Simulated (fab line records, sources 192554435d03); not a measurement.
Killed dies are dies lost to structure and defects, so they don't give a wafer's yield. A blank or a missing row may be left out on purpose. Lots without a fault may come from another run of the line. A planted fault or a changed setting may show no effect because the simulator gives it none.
Chamber matching | flow n5_finfet | N5_BEOL_M9_ETCH_62 on rie_diel-04: 4 sister chambers
The step etches SOC in N2/H2, target depth 110 nm, overetch 22 nm, time 165 s. 4 wafers are shown with their chamber, then 9 later ones without.

WAFERS WITH THEIR CHAMBER
wafer  | chamber | showerhead_plenum_p_Torr (Torr)
L083.5 | 2       | 2.51
L089.4 | 0       | 2.39
L089.5 | 1       | 2.41
L089.6 | 3       | 2.43

WAFERS WITHOUT THEIR CHAMBER
wafer  | showerhead_plenum_p_Torr (Torr)
L094.1 | 2.50
L094.2 | 2.43
L094.6 | 2.50
L091.1 | 2.42
L091.4 | 2.50
L091.5 | 2.40
L095.1 | 2.42
L095.5 | 2.71
L095.6 | 2.40

WHICH CHAMBER EACH WENT THROUGH
wafer  | from the rows above               | in truth
L094.1 | can't be placed: 2 or 3 or 1 or 0 | 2
L094.2 | can't be placed: 3 or 1 or 0 or 2 | 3
L094.6 | can't be placed: 2 or 3 or 1 or 0 | 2
L091.1 | can't be placed: 1 or 3 or 0 or 2 | 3
L091.4 | can't be placed: 2 or 3 or 1 or 0 | 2
L091.5 | can't be placed: 0 or 1 or 3 or 2 | 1
L095.1 | can't be placed: 1 or 3 or 0 or 2 | 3
L095.5 | can't be placed: 2 or 3 or 1 or 0 | 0
L095.6 | can't be placed: 0 or 1 or 3 or 2 | 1
Placed correctly: 0 of 9. Can't be placed from these rows: 9 (the true chamber is among the candidates in 9). Placed wrongly: 0.
How it was worked out, from the rows above alone: a wafer's distance from a chamber is the root of the sum, over the readings, of the square of ((its reading less the chamber's mean) divided by the reading's scatter). The wafer belongs to the nearest chamber; if the next one is less than 2 further off, it can't be placed. A chamber's mean is the mean of its shown wafers. The scatter: with one shown wafer a chamber, the root of the mean of the squares of how far each hidden wafer lies from its nearest shown one.
